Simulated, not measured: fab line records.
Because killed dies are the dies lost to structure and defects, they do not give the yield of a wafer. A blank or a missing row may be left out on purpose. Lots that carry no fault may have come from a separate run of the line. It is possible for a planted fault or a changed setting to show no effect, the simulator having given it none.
fab line records	flow nandHarc
record lots=6	wafers=18	lastDay=34
route steps=1302 shown A_WL_FILL@971 A_CONTACT@983 END@1302
lots that met no fault: from a run of the same line without faults
startH: hours from the record's first day to the start of the lot's first wafer shown	waitH: time in hours since the lot's previous step	" unchanged from the row above	L1.1+2: a single row standing in for several wafers	- no value, or no start given	* or withheld: withheld	< > ~ a bound
route shown NAME@n: NAME is a module with steps in the file, n the number in the route of the first one	usual: the fault-free wafers' mean and standard deviation	same: alike in all rows	chamber/n: place in a boat	sites: each site's reading	_std_site: standard deviation across them	_edge_site: inner sites' mean taken away from outer sites' mean	radiusMm: for every site, how far away it sits from the centre of the wafer	mask NAME#n: copy n	behind: the most recent tool/chamber to have shaped the wafer	hold: reason for holding the lot/hours on hold/outcome of the hold	device: whichever transistor did not switch (one of n, p or np)	end of line: at the end of the route, the tests of the same wafers	a step with no rows: only its recipe	killed: count of dies lost to structure and defects at first sort (not the wafer's yield)	map: shows each die of a wafer: x if killed, . if not, _ if none is there
set.NAME: the run value of the setting; set.NAME@STEP: its run value at that earlier step	model.NAME: the simulator's own value behind a step, which no gauge read
lots at selected steps of the route; one table per step, one row per wafer
services: a tool's chamber out of use, with start hour (startH, from the record's first day; less than 0 if before it), hours out, and reason
## steps
# step NHARC_A_WL_FILL_CVD_23
# recipe targetThkA=400	tempC=620	pressureMtorr=200	timeS=800	material=poly-Si
# step NHARC_A_WL_FILL_ETCHBACK_26
# recipe targetDepthA=520	timeS=13.3	hbrFlowSccm=150	rfW=350	icpW=350	biasW=60	chemistry=HBr
# usual drypumpMotorCurrentA=5.8/0.65	oesProductAu=1.000/0.0072	throttleValvePct=23.267/0.0085
lot.wafer	tool	chamber	startH	waitH	drypumpMotorCurrentA	oesProductAu	rfHoursCounterH	throttleValvePct
L954.4	rieSi-05	0	504.50	0.4	5.7	1.015	0.1	23.279
L954.1	"	2	"	"	5.7	1.000	0.0	23.284
L954.5	"	0	"	"	5.7	1.006	-	23.264
L957.1	rieSi-05	3	509.01	0.4	5.0	0.992	0.1	23.268
L957.3	"	0	"	"	5.7	0.997	0.1	23.273
L957.2	"	1	"	"	6.7	1.008	0.1	23.274
L965.1	rieSi-01	2	605.29	0.4	6.1	1.005	0.4	23.274
L965.6	"	3	"	"	4.8	0.991	-	23.281
L965.5	"	0	"	"	5.4	1.012	-	23.266
L967.2	rieSi-06	0	644.94	0.4	6.4	1.001	0.2	23.261
L967.1	"	1	"	"	5.1	0.995	0.1	23.283
L967.5	"	2	"	"	6.6	1.008	-	23.259
L976.4	rieSi-06	3	724.46	0.4	5.7	1.003	0.9	23.261
L976.1	"	1	"	"	5.1	0.992	0.7	23.255
L976.6	"	3	"	"	5.7	0.996	-	23.246
L974.3	rieSi-05	2	724.47	0.4	5.7	1.007	0.4	23.265
L974.6	"	0	"	"	5.7	1.003	-	23.274
L974.5	"	1	"	"	6.7	1.002	-	23.250
# step NHARC_A_WL_FILL_PRECLEAN_30
# recipe timeS=10	chemistry=dHF
# step NHARC_A_WL_FILL_SRD_14
# step NHARC_A_WL_FILL_ALD_19
# recipe targetThkA=20	pulseTimeS=3	aldCycles=100	tempC=450	material=TiN
# usual heaterPowerW=1112/110	precursorPulseHeightRel=0.999/0.022
lot.wafer	tool	chamber	startH	waitH	heaterPowerW	precursorPulseHeightRel
L954.1	aldMetal-03	0	504.77	0.1	1355	0.991
L954.4	"	3	"	"	1015	1.038
L954.5	"	0	"	"	1350	0.996
L957.1	aldMetal-03	0	509.27	0.1	1358	1.012
L957.2	"	1	"	"	1086	0.982
L957.3	"	3	"	"	999	1.042
L965.1	aldMetal-03	1	605.57	0.2	1083	0.984
L965.6	"	3	"	"	1042	0.988
L965.5	"	1	"	"	1106	1.023
L967.1	aldMetal-01	0	645.18	0.1	1037	0.967
L967.2	"	1	"	"	1097	0.996
L967.5	"	1	"	"	1071	1.003
L976.4	aldMetal-04	1	724.71	0.1	887	0.970
L976.1	"	3	"	"	1167	0.980
L976.6	"	2	"	"	1160	0.983
L974.3	aldMetal-01	1	724.71	0.1	1119	0.992
L974.6	"	2	"	"	1147	0.999
L974.5	"	3	"	"	1179	0.978
# step NHARC_A_WL_FILL_CVD_20
# recipe targetThkA=1000	tempC=400	pressureTorr=40	wf6FlowSccm=40	h2FlowSccm=1600	arFlowSccm=1560	timeS=74	material=W
# usual heaterPowerW=840/62	throttleValvePct=8.2/0.33
lot.wafer	tool	chamber	startH	waitH	heaterPowerW	throttleValvePct
L954.1	cvdW-02	1	-	-	755	8.5
L954.4	"	0	"	"	892	7.6
L954.5	"	1	"	"	763	8.4
L957.1	cvdW-02	1	-	-	758	8.3
L957.2	"	0	"	"	903	7.7
L957.3	"	0	"	"	895	7.8
L965.1	cvdW-01	1	-	-	833	7.9
L965.5	"	1	"	"	833	8.2
L965.6	"	0	"	"	891	8.5
L967.2	cvdW-01	1	-	-	810	8.2
L967.1	"	0	"	"	855	8.2
L967.5	"	0	"	"	863	8.3
L976.1	cvdW-01	1	-	-	810	8.2
L976.4	"	0	"	"	874	8.3
L976.6	"	0	"	"	875	8.4
L974.3	cvdW-02	1	-	-	779	8.6
L974.5	"	1	"	"	765	8.4
L974.6	"	0	"	"	927	7.9
# step NHARC_A_WL_FILL_CMP_12
# recipe tOverpolishS=30	targetThkNm=100
# usual motorCurrentA=11.5/1.6	overpolishRunS=29.999/0.0091	timeToEndpointS=19.1/2.1
lot.wafer	tool	chamber	startH	waitH	motorCurrentA	overpolishRunS	timeToEndpointS
L954.1	cmp-01	0	505.20	0.2	11.0	29.996	16.8
L954.4	"	1	"	"	9.9	29.979	20.6
L954.5	"	3	"	"	12.3	30.001	17.6
L957.1	cmp-01	0	509.65	0.2	11.2	29.995	17.1
L957.2	"	1	"	"	9.8	30.010	15.2
L957.3	"	3	"	"	12.7	29.982	18.0
L965.1	cmp-01	0	605.99	0.2	11.4	30.005	18.6
L965.5	"	2	"	"	8.7	30.002	19.2
L965.6	"	3	"	"	12.2	30.003	18.8
L967.2	cmp-04	1	645.60	0.2	12.5	30.003	17.6
L967.1	"	2	"	"	11.1	29.996	19.2
L967.5	"	2	"	"	11.6	29.991	20.1
L976.1	cmp-04	2	725.09	0.1	11.5	29.999	18.6
L976.4	"	3	"	"	13.1	30.015	17.8
L976.6	"	2	"	"	11.5	29.994	20.1
L974.3	cmp-01	3	725.16	0.1	12.8	30.014	15.5
L974.5	"	2	"	"	8.8	30.001	17.8
L974.6	"	3	"	"	12.5	30.005	17.2
# step NHARC_A_WL_FILL_SRD_31
# step NHARC_A_WL_FILL_INSPECT_15
# usual rawDefectCount=467/100
lot.wafer	tool	chamber	startH	waitH	rawDefectCount
L954.1	defectInspect-01	-	505.61	0.0	444
L954.4	"	-	"	"	656
L954.5	"	-	"	"	521
L957.1	defectInspect-01	-	510.12	0.0	582
L957.2	"	-	"	"	500
L957.3	"	-	"	"	554
L965.1	defectInspect-01	-	606.43	0.0	509
L965.5	"	-	"	"	419
L965.6	"	-	"	"	404
L967.1	defectInspect-01	-	646.07	0.0	373
L967.2	"	-	"	"	310
L967.5	"	-	"	"	487
L976.1	defectInspect-01	-	725.55	0.0	483
L976.4	"	-	"	"	374
L976.6	"	-	"	"	422
L974.3	defectInspect-02	-	725.62	0.0	384
L974.5	"	-	"	"	419
L974.6	"	-	"	"	501
# step NHARC_A_CONTACT_DEP_24
# recipe targetThkA=5000	tempC=400	pressureTorr=6.5	rfW=900	teosFlowSccm=161.4	flowSccm=2650	targetThkNm=500	gas=O2	material=SiO2
# usual heaterPowerW=542/75	throttleValvePct=15.8/0.57
lot.wafer	tool	chamber	startH	waitH	heaterPowerW	throttleValvePct
L954.1	pecvd-03	2	505.80	0.2	617	16.5
L954.5	"	1	"	"	569	16.0
L954.4	"	2	"	"	629	16.5
L957.1	pecvd-03	1	510.18	0.1	507	15.6
L957.3	"	2	"	"	616	16.5
L957.2	"	0	"	"	501	15.2
L957.1	pecvd-03	1	511.41	-	498	15.9
L957.3	"	2	"	"	652	16.3
L957.2	"	0	"	"	519	15.3
L965.1	pecvd-04	0	606.62	0.2	417	15.6
L965.6	"	2	"	"	496	16.1
L965.5	"	0	"	"	441	15.6
L965.1	pecvd-04	0	607.23	-	412	15.2
L965.6	"	2	"	"	495	16.3
L965.5	"	0	"	"	456	15.2
L967.1	pecvd-03	0	646.13	0.1	571	14.9
L967.2	"	2	"	"	553	15.7
L967.5	"	1	"	"	610	16.1
L974.3	pecvd-02	1	725.68	0.1	538	16.4
L974.5	"	1	"	"	583	16.6
L974.6	"	0	"	"	556	15.9
L976.1	pecvd-04	0	725.75	0.2	462	14.9
L976.4	"	1	"	"	447	15.7
L976.6	"	0	"	"	472	15.0
# step NHARC_END_SORT_01
# recipe tempC=25
# usual killedAtArray=58/20	killedAtOther=0.9/1.4	killedAtPeriphery=4/3.1	killedDies=63/20	killedOpen=3.3/1.8	killedShort=2.4/1.5
# same grossDies=677
lot.wafer	tool	chamber	startH	waitH	killedAtArray	killedAtOther	killedAtPeriphery	killedDies	killedOpen	killedShort
L954.1	prober-02	0	593.27	2.5	59	8	7	74	6	2
L954.4	prober-02	0	595.68	3.4	46	7	5	58	2	2
L954.5	prober-02	0	596.48	3.7	51	5	8	64	9	0
L957.1	prober-01	0	601.05	2.5	106	0	5	111	3	1
L957.2	prober-01	0	601.86	2.8	73	1	4	78	3	3
L957.3	prober-01	0	602.66	3.1	80	1	6	87	3	1
L965.1	prober-01	0	687.79	2.5	75	0	3	78	2	0
L965.5	prober-01	0	690.94	3.7	83	0	5	88	3	0
L965.6	prober-01	0	691.73	3.9	86	1	4	91	5	2
L967.1	prober-01	0	722.57	2.4	69	0	3	72	6	3
L967.2	prober-01	0	723.36	2.7	39	1	3	43	1	3
L967.5	prober-01	0	725.73	3.6	65	1	1	67	3	3
L976.1	prober-02	0	804.48	2.5	38	3	3	44	1	2
L976.4	prober-02	0	806.91	3.4	40	0	2	42	4	2
L976.6	prober-02	0	808.53	4.0	31	0	1	32	2	0
L974.3	prober-01	0	806.21	3.1	42	0	4	46	2	2
L974.5	prober-01	0	807.81	3.7	35	0	6	41	4	3
L974.6	prober-01	0	808.60	4.0	49	1	2	52	3	4
# killed by level:class
L954.1 A_CHANNEL_HOLE_D1:chamberFilmFlake=38 THIN_TSV:chamberFilmFlake=8 A_STAIRCASE:chamberFilmFlake=6 A_CHANNEL_HOLE_D2:chamberFilmFlake=4 A_M0:geometricParticle:open=3 P_STI:chamberFilmFlake=3 P_GATE:chamberFilmFlake=2 P_M1:chamberFilmFlake=2
L954.4 A_CHANNEL_HOLE_D1:chamberFilmFlake=31 THIN_TSV:chamberFilmFlake=7 A_STAIRCASE:chamberFilmFlake=6 P_GATE:chamberFilmFlake=3 A_CHANNEL_HOLE_D2:chamberFilmFlake=3 A_CONTACT:chamberFilmFlake=2 P_M2:geometricParticle:open=1 A_SGD_CUT:geometricParticle:short=1
L954.5 A_CHANNEL_HOLE_D1:chamberFilmFlake=29 P_GATE:chamberFilmFlake=6 A_CHANNEL_HOLE_D2:chamberFilmFlake=5 A_STAIRCASE:chamberFilmFlake=5 THIN_TSV:chamberFilmFlake=5 A_CONTACT:geometricParticle:open=2 A_BLC:geometricParticle:open=2 P_GATE:geometricParticle:open=1
L957.1 A_CHANNEL_HOLE_D1:chamberFilmFlake=29 A_CHANNEL_HOLE_D2:chamberFilmFlake=28 A_SLIT:chamberFilmFlake=23 A_CONTACT:chamberFilmFlake=12 A_BONDPAD:chamberFilmFlake=3 P_GATE:chamberFilmFlake=2 P_M1:chamberFilmFlake=2 A_CHANNEL_FILL_D1:chamberFilmFlake=2
L957.2 A_CHANNEL_HOLE_D2:chamberFilmFlake=22 A_CHANNEL_HOLE_D1:chamberFilmFlake=20 A_SLIT:chamberFilmFlake=11 A_CONTACT:chamberFilmFlake=5 A_WL_FILL:chamberFilmFlake=4 P_M1:chamberFilmFlake=3 A_WL_FILL:geometricParticle:short=2 P_GATE:geometricParticle:open=1
L957.3 A_CHANNEL_HOLE_D2:chamberFilmFlake=28 A_CHANNEL_HOLE_D1:chamberFilmFlake=23 A_SLIT:chamberFilmFlake=12 A_CONTACT:chamberFilmFlake=8 P_GATE:chamberFilmFlake=5 A_CHANNEL_FILL_D1:chamberFilmFlake=3 A_CHANNEL_FILL_D1:geometricParticle:open=1 A_CHANNEL_HOLE_D2:geometricParticle:short=1
L965.1 A_CHANNEL_HOLE_D1:chamberFilmFlake=33 A_SLIT:chamberFilmFlake=23 A_CHANNEL_HOLE_D2:chamberFilmFlake=8 A_CONTACT:chamberFilmFlake=4 A_CHANNEL_FILL_D2:chamberFilmFlake=2 A_STAIRCASE:chamberFilmFlake=2 A_DECK1_JOINT:geometricParticle:open=1 A_CONTACT:geometricParticle:open=1
L965.5 A_SLIT:chamberFilmFlake=33 A_CHANNEL_HOLE_D1:chamberFilmFlake=28 A_CHANNEL_HOLE_D2:chamberFilmFlake=8 A_WL_FILL:chamberFilmFlake=5 P_ZERO_WELL:chamberFilmFlake=3 A_STAIRCASE:chamberFilmFlake=3 A_CONTACT:chamberFilmFlake=2 P_M1:geometricParticle:open=1
L965.6 A_CHANNEL_HOLE_D1:chamberFilmFlake=31 A_CHANNEL_HOLE_D2:chamberFilmFlake=20 A_SLIT:chamberFilmFlake=19 A_STAIRCASE:chamberFilmFlake=4 A_CONTACT:chamberFilmFlake=3 P_BONDPAD:chamberFilmFlake=2 A_DECK1_JOINT:chamberFilmFlake=2 P_CONTACT:geometricParticle:open=1
L967.1 A_CHANNEL_HOLE_D1:chamberFilmFlake=34 A_CHANNEL_HOLE_D2:chamberFilmFlake=16 A_STAIRCASE:chamberFilmFlake=4 A_SLIT:chamberFilmFlake=4 A_DECK1_JOINT:geometricParticle:short=3 A_CONTACT:chamberFilmFlake=3 P_STI:geometricParticle:open=1 P_CONTACT:geometricParticle:open=1
L967.2 A_CHANNEL_HOLE_D1:chamberFilmFlake=22 A_CHANNEL_HOLE_D2:chamberFilmFlake=11 P_ZERO_WELL:chamberFilmFlake=2 P_GATE:geometricParticle:short=1 A_CHANNEL_FILL_D1:geometricParticle:open=1 A_STAIRCASE:geometricParticle:short=1 A_M0:geometricParticle:short=1 A_DECK1_JOINT:chamberFilmFlake=1
L967.5 A_CHANNEL_HOLE_D1:chamberFilmFlake=36 A_CHANNEL_HOLE_D2:chamberFilmFlake=17 A_ONON_D1:geometricParticle:short=2 A_DECK1_JOINT:geometricParticle:open=2 A_SLIT:chamberFilmFlake=2 A_DECK1_JOINT:chamberFilmFlake=2 A_CONTACT:chamberFilmFlake=2 A_ONON_D1:geometricParticle:open=1
L976.1 A_SLIT:chamberFilmFlake=31 A_CONTACT:chamberFilmFlake=3 A_CHANNEL_HOLE_D1:chamberFilmFlake=2 THIN_TSV:chamberFilmFlake=2 P_CONTACT:geometricParticle:open=1 A_DECK1_JOINT:geometricParticle:short=1 STARTING-WAFER:geometricParticle:short=1 P_ZERO_WELL:chamberFilmFlake=1
L974.3 A_CHANNEL_HOLE_D1:chamberFilmFlake=15 A_STAIRCASE:chamberFilmFlake=10 A_CONTACT:chamberFilmFlake=7 A_SLIT:chamberFilmFlake=4 P_GATE:chamberFilmFlake=2 P_CONTACT:geometricParticle:short=1 A_ONON_D1:geometricParticle:open=1 A_CHANNEL_HOLE_D2:geometricParticle:open=1
L976.4 A_SLIT:chamberFilmFlake=22 A_WL_FILL:chamberFilmFlake=4 A_CONTACT:chamberFilmFlake=4 A_SOURCE_PLATE:geometricParticle:short=1 A_DECK1_JOINT:geometricParticle:open=1 A_CHANNEL_FILL_D2:geometricParticle:open=1 A_CONTACT:geometricParticle:short=1 A_CONTACT:geometricParticle:open=1
L974.5 A_CHANNEL_HOLE_D1:chamberFilmFlake=9 A_SLIT:chamberFilmFlake=9 A_STAIRCASE:chamberFilmFlake=4 A_CONTACT:chamberFilmFlake=3 P_M2:geometricParticle:open=2 P_GATE:chamberFilmFlake=2 A_ZERO_WELL:chamberFilmFlake=2 P_M0:geometricParticle:open=1
L976.6 A_SLIT:chamberFilmFlake=17 A_CONTACT:chamberFilmFlake=8 A_ONON_D2:geometricParticle:open=1 A_M1:geometricParticle:open=1 P_GATE:chamberFilmFlake=1 A_CHANNEL_HOLE_D1:chamberFilmFlake=1 A_CHANNEL_FILL_D1:chamberFilmFlake=1 A_STAIRCASE:chamberFilmFlake=1
L974.6 A_CHANNEL_HOLE_D1:chamberFilmFlake=16 A_STAIRCASE:chamberFilmFlake=11 A_SLIT:chamberFilmFlake=6 A_CONTACT:chamberFilmFlake=6 P_GATE:chamberFilmFlake=2 A_WL_FILL:chamberFilmFlake=2 A_ONON_D1:geometricParticle:short=1 A_DECK1_JOINT:geometricParticle:short=1
## services
tool	chamber	startH	hours	kind
rieSi-05	-	482.00	9.0	pm
cmp-01	-	483.63	0.8	repair
pecvd-03	2	484.57	12.3	repair
cmp-01	-	490.58	1.9	repair
cmp-01	-	493.92	0.9	repair
cmp-01	-	500.02	1.4	repair
aldMetal-03	1	509.92	21.5	repair
rieSi-05	2	513.65	33.6	repair
pecvd-04	1	517.90	5.6	repair
cmp-01	-	518.45	1.4	repair
cvdW-02	0	520.66	10.7	repair
cvdW-01	-	547.00	13.0	pm
pecvd-03	-	547.08	13.0	pm
aldMetal-03	-	568.00	10.0	pm
cvdW-02	-	572.21	0.9	repair
cmp-01	-	577.77	4.0	pm
pecvd-04	-	582.43	0.5	repair
aldMetal-03	0	598.93	8.2	repair
aldMetal-03	1	602.07	2.6	repair
cmp-01	-	602.49	2.0	repair
pecvd-04	2	622.94	3.1	repair
cvdW-02	-	631.00	13.0	pm
pecvd-04	-	631.08	13.0	pm
cmp-01	-	675.77	4.0	pm
## key
firstSign step=NHARC_A_CONTACT_DEP_24	reading=visit	direction=added
effect none on later readings
metAt NHARC_A_CONTACT_DEP_24
struckWafers L957.1,L957.2,L957.3,L965.1,L965.5,L965.6
testerLeftOut L957,L965
fault kind=repeatedStepWhole	tool=pecvd-02,pecvd-03,pecvd-04	chamber=-	onsetH=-	steps=NHARC_A_CONTACT_DEP_24	times=1	scope=struckLotsOnly
# testerLeftOut: of these lots the tester's yield and bins aren't shown, on N5 and GAA mostly nor the transistor test; their killed dies are dies lost to structure and defects alone, not to doping, threshold or leakage, so they don't give the yield
